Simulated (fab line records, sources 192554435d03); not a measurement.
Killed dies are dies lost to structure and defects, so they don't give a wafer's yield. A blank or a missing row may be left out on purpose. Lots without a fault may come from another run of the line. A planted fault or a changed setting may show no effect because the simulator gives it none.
Which tool did it? | flow n5_finfet | 10 lots, 30 wafers sampled, at 4 steps of a route of 1938

WHAT THE GAUGES READ, wafer by wafer
N5_FIN_CUT_CD_MEAS_08: target cd 29.1 nm.
lot  | measured    | on        | cd_nm (nm)
L736 | day 2 08:08 | cd_sem-03 | 29.02 29.09 28.85
L737 | day 2 15:45 | cd_sem-01 | 29.15 29.02 29.16
L741 | day 3 14:51 | cd_sem-02 | 29.25 28.53 29.28
L743 | day 4 03:02 | cd_sem-03 | 28.98 29.15 29.06
L744 | day 4 09:47 | cd_sem-01 | 29.16 29.23 29.24
L748 | day 5 09:46 | cd_sem-01 | 29.23 29.05 29.03
L751 | day 6 03:02 | cd_sem-01 | 29.13 29.62 29.35
L752 | day 6 07:59 | cd_sem-02 | 29.16 29.11 29.08
L754 | day 6 21:49 | cd_sem-02 | 28.82 29.10 29.22
L756 | day 7 13:37 | cd_sem-03 | 29.28 29.63 29.33

WHICH TOOL RAN EACH LOT (tool, then ch and the chambers of the sampled wafers, then the start)
lot  | N5_FIN_SAQP_SPACER2_ETCHBACK_29   | N5_FIN_SAQP_HM_OPEN_33            | N5_FIN_CUT_COAT_18
L736 | rie_diel-04 ch 0,1,3, day 2 07:03 | rie_diel-06 ch 1,3, day 2 07:18   | litho_track-04 ch 0, day 2 07:52
L737 | rie_diel-06 ch 0,1, day 2 14:40   | rie_diel-04 ch 0,1,3, day 2 14:55 | litho_track-03 ch 0, day 2 15:29
L741 | rie_diel-06 ch 0,3, day 3 13:43   | rie_diel-06 ch 0,1,3, day 3 13:58 | litho_track-04 ch 0, day 3 14:35
L743 | rie_diel-06 ch 0,2,3, day 4 01:58 | rie_diel-04 ch 0,2,3, day 4 02:12 | litho_track-04 ch 0, day 4 02:46
L744 | rie_diel-02 ch 0,1,2, day 4 08:42 | rie_diel-02 ch 0,2,3, day 4 08:56 | litho_track-04 ch 0, day 4 09:31
L748 | rie_diel-02 ch 0,2,3, day 5 08:28 | rie_diel-04 ch 0,3, day 5 08:49   | litho_track-04 ch 0, day 5 09:22
L751 | rie_diel-04 ch 1,2,3, day 6 01:45 | rie_diel-06 ch 0,3, day 6 02:04   | litho_track-04 ch 0, day 6 02:38
L752 | rie_diel-06 ch 0,2,3, day 6 06:47 | rie_diel-06 ch 0,2,3, day 6 07:01 | litho_track-01 ch 0, day 6 07:35
L754 | rie_diel-02 ch 2,3, day 6 20:43   | rie_diel-06 ch 0,2, day 6 20:58   | litho_track-04 ch 0, day 6 21:32
L756 | rie_diel-02 ch 0,1,2, day 7 12:23 | rie_diel-02 ch 0,1,2, day 7 12:45 | litho_track-03 ch 0, day 7 13:19
- N5_FIN_SAQP_SPACER2_ETCHBACK_29: etches SiO2 in CHF3/O2, target depth 12.2 nm, time 6.1 s.
- N5_FIN_SAQP_HM_OPEN_33: chemistry CH3F/O2, target SiNx, target depth 49.4 nm, time 70.6 s.
- N5_FIN_CUT_COAT_18: time 60 s, resist thk 230 nm.

THE ANSWER, worked out from the rows above alone
Rule: what is usual is taken from the lots themselves. Put in order of their means at a reading, lots are off if they are a third of the lots or fewer, leave a main group of 4 or more, and stand apart from it by a gap of 3 or more times the standard deviation of the main group's means; of several such gaps the widest counts. A main group whose means are all the same, to the digits that the tables above print for the reading, isn't used. A lot without any number at a reading at which 4 lots or more have one is off too. The other lots that the step has rows for count as sound.
No lot is off at any reading shown: from this, nothing can be told.

WHAT THE SIMULATOR HAD PUT IN
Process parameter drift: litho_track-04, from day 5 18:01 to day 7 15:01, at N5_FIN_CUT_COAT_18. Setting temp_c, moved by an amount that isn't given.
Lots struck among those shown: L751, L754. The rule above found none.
